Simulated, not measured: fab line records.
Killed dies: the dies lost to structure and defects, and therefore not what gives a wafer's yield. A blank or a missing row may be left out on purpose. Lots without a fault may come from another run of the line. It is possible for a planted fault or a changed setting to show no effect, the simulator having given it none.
What tool caused it? || flow nand-harc || 13 lots with 37 wafers sampled at 4 steps, on a route of 1159 steps

WHAT THE GAUGES SHOWED, per wafer
The record lacks any reading of a measuring or inspecting step that a usual standard deviation could be used to judge.

WHICH TOOL RAN EACH LOT (tool, then ch and the chambers of the sampled wafers, then the start)
{"lot": "L289", "NHARC_A_SLIT_ETCH_26": "har-etch-02 ch 0,1, day 14 13:48", "NHARC_A_WL_FILL_ALD_00": "ald-hk-01 ch 0,2,3, day 14 21:07", "NHARC_A_WL_FILL_STRIP_29": "rie-diel-12 ch 1,3, day 15 13:58", "NHARC_A_WL_FILL_ALD_19": "ald-metal-02 ch 2,3, day 15 19:22"}
{"lot": "L291", "NHARC_A_SLIT_ETCH_26": "har-etch-02 ch 0,1, day 15 01:19", "NHARC_A_WL_FILL_ALD_00": "ald-hk-03 ch 1,2,3, day 15 10:22", "NHARC_A_WL_FILL_STRIP_29": "rie-diel-03 ch 0,1,3, day 16 09:11", "NHARC_A_WL_FILL_ALD_19": "ald-metal-01 ch 0,1,2, day 16 14:37"}
{"lot": "L295", "NHARC_A_SLIT_ETCH_26": "har-etch-02 ch 0,1, day 15 08:54", "NHARC_A_WL_FILL_ALD_00": "ald-hk-03 ch 0,3, day 15 17:47", "NHARC_A_WL_FILL_STRIP_29": "rie-diel-03 ch 0,1,3, day 16 13:16", "NHARC_A_WL_FILL_ALD_19": "ald-metal-04 ch 0,1, day 16 18:41"}
{"lot": "L294", "NHARC_A_SLIT_ETCH_26": "har-etch-01 ch 0,1, day 15 09:34", "NHARC_A_WL_FILL_ALD_00": "ald-hk-04 ch 2,3, day 15 17:51", "NHARC_A_WL_FILL_STRIP_29": "rie-diel-12 ch 1,2,3, day 16 10:10", "NHARC_A_WL_FILL_ALD_19": "ald-metal-02 ch 2,3, day 16 14:37"}
{"lot": "L293", "NHARC_A_SLIT_ETCH_26": "har-etch-02 ch 0, day 15 10:29", "NHARC_A_WL_FILL_ALD_00": "ald-hk-01 ch 0,1,2, day 15 17:49", "NHARC_A_WL_FILL_STRIP_29": "rie-diel-10 ch 1,3, day 16 07:05", "NHARC_A_WL_FILL_ALD_19": "ald-metal-01 ch 1,2,3, day 16 11:34"}
{"lot": "L296", "NHARC_A_SLIT_ETCH_26": "har-etch-02 ch 0,1, day 16 10:55", "NHARC_A_WL_FILL_ALD_00": "ald-hk-04 ch 0,1,2, day 16 19:40", "NHARC_A_WL_FILL_STRIP_29": "rie-diel-12 ch 0,3, day 17 17:41", "NHARC_A_WL_FILL_ALD_19": "ald-metal-01 ch 1,2, day 17 22:29"}
{"lot": "L298", "NHARC_A_SLIT_ETCH_26": "har-etch-01 ch 0,1, day 17 02:44", "NHARC_A_WL_FILL_ALD_00": "ald-hk-03 ch 0,1,3, day 17 10:04", "NHARC_A_WL_FILL_STRIP_29": "rie-diel-12 ch 0,1,2, day 18 00:50", "NHARC_A_WL_FILL_ALD_19": "ald-metal-02 ch 1,2,3, day 18 06:32"}
{"lot": "L303", "NHARC_A_SLIT_ETCH_26": "har-etch-02 ch 0,1, day 17 18:16", "NHARC_A_WL_FILL_ALD_00": "ald-hk-04 ch 0,1,2, day 18 03:09", "NHARC_A_WL_FILL_STRIP_29": "rie-diel-12 ch 0,1,2, day 18 18:41", "NHARC_A_WL_FILL_ALD_19": "ald-metal-04 ch 0,2,3, day 19 00:22"}
{"lot": "L300", "NHARC_A_SLIT_ETCH_26": "har-etch-01 ch 1, day 17 18:30", "NHARC_A_WL_FILL_ALD_00": "ald-hk-03 ch 3, day 18 03:04", "NHARC_A_WL_FILL_STRIP_29": "rie-diel-10 ch 0, day 18 18:40", "NHARC_A_WL_FILL_ALD_19": "ald-metal-02 ch 2, day 19 00:20"}
{"lot": "L301", "NHARC_A_SLIT_ETCH_26": "har-etch-02 ch 0,1, day 17 19:52", "NHARC_A_WL_FILL_ALD_00": "ald-hk-03 ch 0,1,2, day 18 03:15", "NHARC_A_WL_FILL_STRIP_29": "rie-diel-03 ch 0,2,3, day 18 19:31", "NHARC_A_WL_FILL_ALD_19": "ald-metal-01 ch 0,1,2, day 19 00:19"}
{"lot": "L306", "NHARC_A_SLIT_ETCH_26": "har-etch-02 ch 1, day 18 09:59", "NHARC_A_WL_FILL_ALD_00": "ald-hk-04 ch 2,3, day 18 17:11", "NHARC_A_WL_FILL_STRIP_29": "rie-diel-12 ch 3, day 19 07:56", "NHARC_A_WL_FILL_ALD_19": "ald-metal-02 ch 0,3, day 19 13:21"}
{"lot": "L310", "NHARC_A_SLIT_ETCH_26": "har-etch-01 ch 0,1, day 20 03:49", "NHARC_A_WL_FILL_ALD_00": "ald-hk-01 ch 0,1,3, day 20 11:06", "NHARC_A_WL_FILL_STRIP_29": "rie-diel-10 ch 0,2,3, day 21 04:06", "NHARC_A_WL_FILL_ALD_19": "ald-metal-04 ch 0,1,2, day 21 07:43"}
{"lot": "L309", "NHARC_A_SLIT_ETCH_26": "har-etch-01 ch 0,1, day 20 05:32", "NHARC_A_WL_FILL_ALD_00": "ald-hk-01 ch 0,1,2, day 20 14:22", "NHARC_A_WL_FILL_STRIP_29": "rie-diel-12 ch 0,2,3, day 21 05:06", "NHARC_A_WL_FILL_ALD_19": "ald-metal-04 ch 0,1, day 21 10:31"}
- NHARC_A_SLIT_ETCH_26: etches the open film in C4F8/O2/Ar, time 90 s, target depth 400 nm.
- NHARC_A_WL_FILL_ALD_00: deposits Al2O3, target thk 3 nm, pulse time 3 s, ald cycles 30.
- NHARC_A_WL_FILL_STRIP_29: strips in O2, time 20 s.
- NHARC_A_WL_FILL_ALD_19: deposits TiN, target thk 2 nm, pulse time 3 s, ald cycles 100.

AS READ BY THE TOOLS THEMSELVES (means over the sampled wafers that have a number; for cases with no such wafer, the mark the record gives instead)
NHARC_A_SLIT_ETCH_26. Usual: drypump-motor-current-A 5.4 A, standard deviation 0.48; rf-fwd-power-W 1987 W, standard deviation 6.2; showerhead-plenum-p-Torr 3.69 Torr, standard deviation 0.14; throttle-valve-pct 27.620 %, standard deviation 0.0086.
{"lot": "L289", "tool": "har-etch-02", "drypump-motor-current-A (A)": 5.1, "rf-fwd-power-W (W)": 1987, "showerhead-plenum-p-Torr (Torr)": 3.86, "throttle-valve-pct (%)": 27.617, "flag": ""}
{"lot": "L291", "tool": "har-etch-02", "drypump-motor-current-A (A)": 5.0, "rf-fwd-power-W (W)": 1985, "showerhead-plenum-p-Torr (Torr)": 3.85, "throttle-valve-pct (%)": 27.615, "flag": ""}
{"lot": "L295", "tool": "har-etch-02", "drypump-motor-current-A (A)": 5.0, "rf-fwd-power-W (W)": 1986, "showerhead-plenum-p-Torr (Torr)": 3.83, "throttle-valve-pct (%)": 27.614, "flag": ""}
{"lot": "L294", "tool": "har-etch-01", "drypump-motor-current-A (A)": 5.8, "rf-fwd-power-W (W)": 1987, "showerhead-plenum-p-Torr (Torr)": 3.57, "throttle-valve-pct (%)": 27.618, "flag": ""}
{"lot": "L293", "tool": "har-etch-02", "drypump-motor-current-A (A)": 4.9, "rf-fwd-power-W (W)": 1986, "showerhead-plenum-p-Torr (Torr)": 3.81, "throttle-valve-pct (%)": 27.622, "flag": ""}
{"lot": "L296", "tool": "har-etch-02", "drypump-motor-current-A (A)": 5.0, "rf-fwd-power-W (W)": 1988, "showerhead-plenum-p-Torr (Torr)": 3.83, "throttle-valve-pct (%)": 27.624, "flag": ""}
{"lot": "L298", "tool": "har-etch-01", "drypump-motor-current-A (A)": 6.0, "rf-fwd-power-W (W)": 1992, "showerhead-plenum-p-Torr (Torr)": 3.56, "throttle-valve-pct (%)": 27.620, "flag": ""}
{"lot": "L303", "tool": "har-etch-02", "drypump-motor-current-A (A)": 5.0, "rf-fwd-power-W (W)": 1988, "showerhead-plenum-p-Torr (Torr)": 3.82, "throttle-valve-pct (%)": 27.622, "flag": ""}
{"lot": "L300", "tool": "har-etch-01", "drypump-motor-current-A (A)": 5.6, "rf-fwd-power-W (W)": 1988, "showerhead-plenum-p-Torr (Torr)": 3.56, "throttle-valve-pct (%)": 27.616, "flag": ""}
{"lot": "L301", "tool": "har-etch-02", "drypump-motor-current-A (A)": 5.0, "rf-fwd-power-W (W)": 1984, "showerhead-plenum-p-Torr (Torr)": 3.82, "throttle-valve-pct (%)": 27.617, "flag": ""}
{"lot": "L306", "tool": "har-etch-02", "drypump-motor-current-A (A)": 5.1, "rf-fwd-power-W (W)": 1986, "showerhead-plenum-p-Torr (Torr)": 3.85, "throttle-valve-pct (%)": 27.621, "flag": ""}
{"lot": "L310", "tool": "har-etch-01", "drypump-motor-current-A (A)": 5.8, "rf-fwd-power-W (W)": 1984, "showerhead-plenum-p-Torr (Torr)": 3.54, "throttle-valve-pct (%)": 27.619, "flag": ""}
{"lot": "L309", "tool": "har-etch-01", "drypump-motor-current-A (A)": 5.8, "rf-fwd-power-W (W)": 1988, "showerhead-plenum-p-Torr (Torr)": 3.54, "throttle-valve-pct (%)": 27.621, "flag": ""}

NHARC_A_WL_FILL_ALD_00. Usual: heater-power-w 461 W, standard deviation 60; precursor-pulse-height-rel 0.999, standard deviation 0.018.
{"lot": "L289", "tool": "ald-hk-01", "heater-power-w (W)": 440, "precursor-pulse-height-rel": 1.014, "flag": ""}
{"lot": "L291", "tool": "ald-hk-03", "heater-power-w (W)": 414, "precursor-pulse-height-rel": 0.988, "flag": ""}
{"lot": "L295", "tool": "ald-hk-03", "heater-power-w (W)": 399, "precursor-pulse-height-rel": 0.997, "flag": ""}
{"lot": "L294", "tool": "ald-hk-04", "heater-power-w (W)": 537, "precursor-pulse-height-rel": 0.988, "flag": ""}
{"lot": "L293", "tool": "ald-hk-01", "heater-power-w (W)": 430, "precursor-pulse-height-rel": 1.011, "flag": ""}
{"lot": "L296", "tool": "ald-hk-04", "heater-power-w (W)": 536, "precursor-pulse-height-rel": 1.011, "flag": ""}
{"lot": "L298", "tool": "ald-hk-03", "heater-power-w (W)": 394, "precursor-pulse-height-rel": 0.994, "flag": ""}
{"lot": "L303", "tool": "ald-hk-04", "heater-power-w (W)": 538, "precursor-pulse-height-rel": 0.999, "flag": ""}
{"lot": "L300", "tool": "ald-hk-03", "heater-power-w (W)": 428, "precursor-pulse-height-rel": 0.999, "flag": ""}
{"lot": "L301", "tool": "ald-hk-03", "heater-power-w (W)": 408, "precursor-pulse-height-rel": 0.994, "flag": ""}
{"lot": "L306", "tool": "ald-hk-04", "heater-power-w (W)": 532, "precursor-pulse-height-rel": 0.991, "flag": ""}
{"lot": "L310", "tool": "ald-hk-01", "heater-power-w (W)": 443, "precursor-pulse-height-rel": 1.013, "flag": ""}
{"lot": "L309", "tool": "ald-hk-01", "heater-power-w (W)": 431, "precursor-pulse-height-rel": 1.008, "flag": ""}

NHARC_A_WL_FILL_STRIP_29. Usual: drypump-motor-current-A 5.8 A, standard deviation 0.4; oes-product-au 1.002 a.u., standard deviation 0.0077; rf-vpp-V 57.6 V, standard deviation 0.94; showerhead-plenum-p-Torr 3.48 Torr, standard deviation 0.13; throttle-valve-pct 17.036 %, standard deviation 0.0084.
{"lot": "L289", "tool": "rie-diel-12", "drypump-motor-current-A (A)": 5.8, "oes-product-au (a.u.)": 1.002, "rf-vpp-V (V)": 57.6, "showerhead-plenum-p-Torr (Torr)": 3.49, "throttle-valve-pct (%)": 17.040, "flag": ""}
{"lot": "L291", "tool": "rie-diel-03", "drypump-motor-current-A (A)": 5.8, "oes-product-au (a.u.)": 1.009, "rf-vpp-V (V)": 57.7, "showerhead-plenum-p-Torr (Torr)": 3.44, "throttle-valve-pct (%)": 17.034, "flag": ""}
{"lot": "L295", "tool": "rie-diel-03", "drypump-motor-current-A (A)": 5.8, "oes-product-au (a.u.)": 1.009, "rf-vpp-V (V)": 58.0, "showerhead-plenum-p-Torr (Torr)": 3.44, "throttle-valve-pct (%)": 17.028, "flag": ""}
{"lot": "L294", "tool": "rie-diel-12", "drypump-motor-current-A (A)": 5.7, "oes-product-au (a.u.)": 1.002, "rf-vpp-V (V)": 57.0, "showerhead-plenum-p-Torr (Torr)": 3.42, "throttle-valve-pct (%)": 17.035, "flag": ""}
{"lot": "L293", "tool": "rie-diel-10", "drypump-motor-current-A (A)": 6.1, "oes-product-au (a.u.)": 1.015, "rf-vpp-V (V)": 58.2, "showerhead-plenum-p-Torr (Torr)": 3.51, "throttle-valve-pct (%)": 17.041, "flag": ""}
{"lot": "L296", "tool": "rie-diel-12", "drypump-motor-current-A (A)": 6.0, "oes-product-au (a.u.)": 1.000, "rf-vpp-V (V)": 58.7, "showerhead-plenum-p-Torr (Torr)": 3.57, "throttle-valve-pct (%)": 17.033, "flag": ""}
{"lot": "L298", "tool": "rie-diel-12", "drypump-motor-current-A (A)": 5.7, "oes-product-au (a.u.)": 0.998, "rf-vpp-V (V)": 57.8, "showerhead-plenum-p-Torr (Torr)": 3.44, "throttle-valve-pct (%)": 17.039, "flag": ""}
{"lot": "L303", "tool": "rie-diel-12", "drypump-motor-current-A (A)": 5.7, "oes-product-au (a.u.)": 0.995, "rf-vpp-V (V)": 57.4, "showerhead-plenum-p-Torr (Torr)": 3.44, "throttle-valve-pct (%)": 17.037, "flag": ""}
{"lot": "L300", "tool": "rie-diel-10", "drypump-motor-current-A (A)": 5.9, "oes-product-au (a.u.)": 0.998, "rf-vpp-V (V)": 57.2, "showerhead-plenum-p-Torr (Torr)": 3.35, "throttle-valve-pct (%)": 17.039, "flag": ""}
{"lot": "L301", "tool": "rie-diel-03", "drypump-motor-current-A (A)": 5.9, "oes-product-au (a.u.)": 0.997, "rf-vpp-V (V)": 58.1, "showerhead-plenum-p-Torr (Torr)": 3.54, "throttle-valve-pct (%)": 17.030, "flag": ""}
{"lot": "L306", "tool": "rie-diel-12", "drypump-motor-current-A (A)": 6.0, "oes-product-au (a.u.)": 0.999, "rf-vpp-V (V)": 58.1, "showerhead-plenum-p-Torr (Torr)": 3.55, "throttle-valve-pct (%)": 17.028, "flag": ""}
{"lot": "L310", "tool": "rie-diel-10", "drypump-motor-current-A (A)": 5.4, "oes-product-au (a.u.)": 0.999, "rf-vpp-V (V)": 57.9, "showerhead-plenum-p-Torr (Torr)": 3.44, "throttle-valve-pct (%)": 17.033, "flag": ""}
{"lot": "L309", "tool": "rie-diel-12", "drypump-motor-current-A (A)": 5.9, "oes-product-au (a.u.)": 0.997, "rf-vpp-V (V)": 57.6, "showerhead-plenum-p-Torr (Torr)": 3.50, "throttle-valve-pct (%)": 17.036, "flag": ""}

NHARC_A_WL_FILL_ALD_19. Usual: heater-power-w 1102 W, standard deviation 78; precursor-pulse-height-rel 1.000, standard deviation 0.019.
{"lot": "L289", "tool": "ald-metal-02", "heater-power-w (W)": 1150, "precursor-pulse-height-rel": 1.006, "flag": ""}
{"lot": "L291", "tool": "ald-metal-01", "heater-power-w (W)": 1123, "precursor-pulse-height-rel": 0.984, "flag": ""}
{"lot": "L295", "tool": "ald-metal-04", "heater-power-w (W)": 1006, "precursor-pulse-height-rel": 1.005, "flag": ""}
{"lot": "L294", "tool": "ald-metal-02", "heater-power-w (W)": 1156, "precursor-pulse-height-rel": 0.978, "flag": ""}
{"lot": "L293", "tool": "ald-metal-01", "heater-power-w (W)": 1083, "precursor-pulse-height-rel": 1.001, "flag": ""}
{"lot": "L296", "tool": "ald-metal-01", "heater-power-w (W)": 1118, "precursor-pulse-height-rel": 1.006, "flag": ""}
{"lot": "L298", "tool": "ald-metal-02", "heater-power-w (W)": 1145, "precursor-pulse-height-rel": 0.991, "flag": ""}
{"lot": "L303", "tool": "ald-metal-04", "heater-power-w (W)": 1058, "precursor-pulse-height-rel": 1.004, "flag": ""}
{"lot": "L300", "tool": "ald-metal-02", "heater-power-w (W)": 1100, "precursor-pulse-height-rel": 0.990, "flag": ""}
{"lot": "L301", "tool": "ald-metal-01", "heater-power-w (W)": 1087, "precursor-pulse-height-rel": 1.001, "flag": ""}
{"lot": "L306", "tool": "ald-metal-02", "heater-power-w (W)": 1152, "precursor-pulse-height-rel": 0.999, "flag": ""}
{"lot": "L310", "tool": "ald-metal-04", "heater-power-w (W)": 1074, "precursor-pulse-height-rel": 0.991, "flag": ""}
{"lot": "L309", "tool": "ald-metal-04", "heater-power-w (W)": 1014, "precursor-pulse-height-rel": 1.001, "flag": ""}

THE ANSWER, worked out from the rows above alone
Rule: take the mean of a lot's wafers that have a number; if it is more than 3 standard deviations from the usual mean, the lot is off. A lot without any number at a reading at which 4 lots or more have one is off too. Any other lot the step has rows for is counted as sound. The gauges are gone through in route order, then the tools' own readings, and for those a lot's mean is taken as printed above. The first step at which some lot is off is used, and at that step the reading that is off furthest; a lot without a number counts as furthest.
No lot is off on any of the readings shown, so nothing can be concluded from this.

WHAT THE SIMULATOR HAD PUT IN
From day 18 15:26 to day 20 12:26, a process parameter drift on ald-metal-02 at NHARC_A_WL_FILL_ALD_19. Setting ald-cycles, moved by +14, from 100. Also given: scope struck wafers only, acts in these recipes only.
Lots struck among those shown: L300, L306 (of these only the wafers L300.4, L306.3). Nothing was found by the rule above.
